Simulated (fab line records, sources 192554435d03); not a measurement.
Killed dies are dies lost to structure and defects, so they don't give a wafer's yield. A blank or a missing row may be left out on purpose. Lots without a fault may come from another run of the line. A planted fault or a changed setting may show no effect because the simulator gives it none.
Chamber matching | flow n5_finfet | N5_MIM_TOP_ALD_00 on ald_hk-01: 4 sister chambers
The step deposits Al2O3, purge time 3 s, co reactant pulse time 3 s. 8 wafers are shown with their chamber, then 8 later ones without.

WAFERS WITH THEIR CHAMBER
wafer  | chamber | precursor_pulse_height_rel
L107.2 | 2       | 1.002
L108.4 | 3       | 0.971
L111.3 | 3       | 0.979
L111.4 | 1       | 1.000
L113.1 | 0       | 1.016
L113.4 | 2       | 1.035
L113.5 | 1       | 1.001
L114.2 | 0       | 1.005

WAFERS WITHOUT THEIR CHAMBER
wafer  | precursor_pulse_height_rel
L114.3 | 0.995
L114.4 | 1.042
L109.3 | 0.992
L109.4 | 0.979
L109.5 | 0.992
L120.3 | 1.040
L120.4 | 0.986
L120.6 | 1.004

WHICH CHAMBER EACH WENT THROUGH
wafer  | from the rows above               | in truth
L114.3 | can't be placed: 1 or 0 or 3 or 2 | 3
L114.4 | can't be placed: 2 or 0 or 1      | 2
L109.3 | can't be placed: 1 or 3 or 0 or 2 | 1
L109.4 | can't be placed: 3 or 1           | 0
L109.5 | can't be placed: 1 or 3 or 0 or 2 | 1
L120.3 | can't be placed: 2 or 0 or 1      | 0
L120.4 | can't be placed: 3 or 1 or 0 or 2 | 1
L120.6 | can't be placed: 1 or 0 or 2      | 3
Placed correctly: 0 of 8. Can't be placed from these rows: 8 (the true chamber is among the candidates in 6). Placed wrongly: 0.
How it was worked out, from the rows above alone: a wafer's distance from a chamber is the root of the sum, over the readings, of the square of ((its reading less the chamber's mean) divided by the reading's scatter). The wafer belongs to the nearest chamber; if the next one is less than 2 further off, it can't be placed. A chamber's mean is the mean of its shown wafers. The scatter: the root of (the sum of the squares of (reading less its chamber's mean) over the shown wafers, divided by (wafers less chambers)).
